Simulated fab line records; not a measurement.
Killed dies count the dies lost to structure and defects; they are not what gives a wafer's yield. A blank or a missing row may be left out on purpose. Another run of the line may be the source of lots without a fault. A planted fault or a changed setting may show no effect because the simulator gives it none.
Struck lot and sound lot, side by side | flow n5-finfet | 38 out of 1938 route steps
Sound: wafers L638.2, L638.3, L638.6. Struck: wafer L632.4; the same lot's L632.2 was not struck, so it is left out; see the end for the cause.
For every step that has rows: the tool of each side, followed by ch and its chambers, followed by its first start. Under that, the readings that differ: sound wafers | struck wafers | difference of the means | sigmas: that difference in standard deviations of wafers without a fault.
alike: readings with means less than 2 such deviations apart, plus words and numbers identical on both sides. not compared: withheld readings, readings lacking a value on some wafer, bounds such as >300 that could conceal the same value, and numbers that have no deviation in the record and whose values overlap.
Wherever a step has rows on one side only, a row that says differs or no value, or a row with sigmas, the two part there. When numbers do not overlap yet have no deviation, they are printed without sigmas and do not part them. Lack of a reading on every wafer of one side parts them only where that side has two or more wafers.

first, 9 steps without rows for these wafers: N5_BEOL_M7_DESCUM_33 (chemistry O2, time 7 s); N5_BEOL_M7_ETCH_72 (etches underlayer in N2/H2, target depth 6.5 nm, time 5.2 s); N5_BEOL_M7_ETCH_65 (etches SiARC in CF4, target depth 15.6 nm, time 26 s); N5_BEOL_M7_ETCH_66 (etches SOC in N2/H2, target depth 80 nm, overetch 16 nm, time 120 s); N5_BEOL_M7_STRIP_69 (strips in N2/H2); N5_BEOL_M7_STRIP_73 (strips in N2/H2); N5_BEOL_M7_VIA_ETCH_34 (etches SiCOH lowk in C4F6/O2, target depth 125.5 nm, time 50.5 s); N5_BEOL_M7_STRIP_76 (strips in C4F6/O2); N5_BEOL_M7_STRIP_36 (strips in N2/H2).
N5_BEOL_M7_TRENCH_ETCH_37: etches SiCOH lowk in C4F6/O2, target depth 93.478 nm, time 31.2 s.
  sound on rie-diel-05 ch 0,2,3, day 13 06:38; struck on rie-diel-02 ch 3, day 11 11:07
  reading                                    | sound            | struck | difference | sigmas
  model.etch.depth-nm (nm)                   | 92.1 92.16 93.54 | 135.4  | +42.8      |
  model.BEOL_M7.feature-depth-nm (nm)        | 92 92.2 93.6     | 135.4  | +42.8      |
  model.TiN_of_BEOL_M7_HM_DEP_02.thk-nm (nm) | 17.4 17.6 17.4   | 16     | -1         |
  alike: O2_flow_sccm, bias-w, drypump-motor-current-A, oes_o_777_au, oes-product-au, rf-vpp-V, showerhead-plenum-p-Torr, throttle-valve-pct
  not compared: rf-hours-counter-h
then, 2 steps without rows for these wafers: N5_BEOL_M7_ETCH_41 (etches SiCN in CH3F/O2, target depth 31.9 nm, time 57.8 s); N5_BEOL_M7_STRIP_80 (strips in N2/H2, time 10 s).
N5_BEOL_M7_OCD_MEAS_38:
  sound: ocd-01 at day 13 06:47; struck: ocd-02 at day 11 11:17
  reading              | sound          | struck | difference | sigmas
  trench-depth-nm (nm) | 91.9 92.1 93.8 | 135.2  | +42.6      | +28
then, 13 steps without rows for these wafers: N5_BEOL_M7_HM_STRIP_39 (strips TiN in peroxide tin strip, target depth 25 nm, time 158 s); N5_BEOL_M7_SRD_40 (time 30 s); N5_BEOL_M7_PRECLEAN_42 (cleans in residue remover, time 60 s); N5_BEOL_M7_SRD_43 (time 30 s); N5_BEOL_M7_CURE_75 (cures SiCOH lowk, time 120 s); N5_BEOL_M7_DEGAS_44 (time 60 s); N5_BEOL_M7_PRE_CLEAN_45 (time 30 s); N5_BEOL_M7_ALD_77 (deposits TaN, target thk 2 nm, pulse time 2 s, purge time 3 s); N5_BEOL_M7_SURFACE_TREAT_79; N5_BEOL_M7_CVD_78 (deposits Co from CCTBA/H2, target thk 2 nm, time 142.3 s); N5_BEOL_M7_SPUTTER_48 (material Cu, target thk 10 nm, time 1.667 s); N5_BEOL_M7_ECD_50 (material Cu, target thk 300 nm); N5_BEOL_M7_ANNEAL_51 (time 90 s).
N5_BEOL_M7_CMP_52: polishes, stops on SiCOH lowk, t overpolish 6.9 s, target thk 80 nm.
  sound on cmp-04 ch 0,1, day 13 09:42; struck on cmp-01 ch 3, day 11 13:26
  reading                                | sound          | struck | difference | sigmas
  model.Cu_of_BEOL_M7_ECD_50.thk-nm (nm) | 78.4 77.8 79.2 | 122.6  | +44.1      |
  alike: motor-current-A
N5_BEOL_M7_THK_MEAS_53: measures by xrf.
  sound: film-metro-01 at day 13 10:00; struck: film-metro-02 at day 11 13:44
  reading     | sound          | struck | difference | sigmas
  M7_THK (nm) | 76.8 75.3 77.2 | 119.2  | +42.8      | +23
then, 2 steps without rows for these wafers: N5_BEOL_M7_PRE_CLEAN_55 (time 15 s); N5_BEOL_M7_DEP_56 (deposits SiCN from 3MS/NH3, target thk 10 nm, time 17.5 s).
N5_BEOL_M7_RS_MEAS_57: measures by four-point-probe.
  sound: film-metro-02 at day 13 10:10; struck: film-metro-02 at day 11 13:52
  reading        | sound             | struck | difference | sigmas
  M7_RS (ohm/sq) | 0.293 0.296 0.289 | 0.175  | -0.118     | -15
then, 5 steps without rows for these wafers: N5_BEOL_M8_ILD_DEP_00 (deposits SiCOH lowk from DEMS/porogen, target thk 179.75 nm, time 33.4 s); N5_BEOL_M8_CURE_74 (cures SiCOH lowk, time 240 s); N5_BEOL_M8_PECVD_70 (deposits SiO2 from TEOS/O2, target thk 20 nm, time 22.7 s); N5_BEOL_M8_HM_DEP_02 (deposits TiN, target thk 20 nm); N5_BEOL_M8_COAT_59 (time 60 s, resist thk 100 nm).
-- the record jumps here: 3 days lie between the struck wafers' starts before and after (it left off in module BEOL_M8 and takes up again in module BEOL_M15, whose first step shown is number 1830 of the route) --
N5_BEOL_M15_RC_MEAS_101:
  sound on prober-01 ch 0, day 16 09:16; struck on prober-02 ch 0, day 14 05:22
  reading                   | sound                   | struck | difference | sigmas
  COMB_M9 (S/m)             | 1.6e-11 1.9e-11 1.6e-11 | 1e-11  | -7e-12     | -2
  SERP_M6 (ohm/um)          | 15.2 14.6 14.3          | 13.5   | -1.2       | -2
  SERP_M7 (ohm/um)          | 13.8 14.1 14.2          | 8.6    | -5.4       | -10
  SERP_M7_max_site (ohm/um) | 14.2 14.5 14.7          | 9.0    | -5.5       | -10
  alike: COMB_M10, COMB_M11, COMB_M12, COMB_M13, COMB_M13_max_site, COMB_M14, COMB_M15, COMB_M5, COMB_M6, COMB_M8, SERP_M10, SERP_M11, SERP_M12, SERP_M13, SERP_M14, SERP_M5, SERP_M6_max_site, SERP_M8, SERP_M9
N5_PASSIVATION_PROBE_49:
  only the struck wafers here have rows in the record (prober-01, day 14 18:26); the sound ones have none

== WHERE THEY PART ==
At N5_BEOL_M7_OCD_MEAS_38 first; at N5_PASSIVATION_PROBE_49 last (within this record only).

WHY: the cause the simulator had injected
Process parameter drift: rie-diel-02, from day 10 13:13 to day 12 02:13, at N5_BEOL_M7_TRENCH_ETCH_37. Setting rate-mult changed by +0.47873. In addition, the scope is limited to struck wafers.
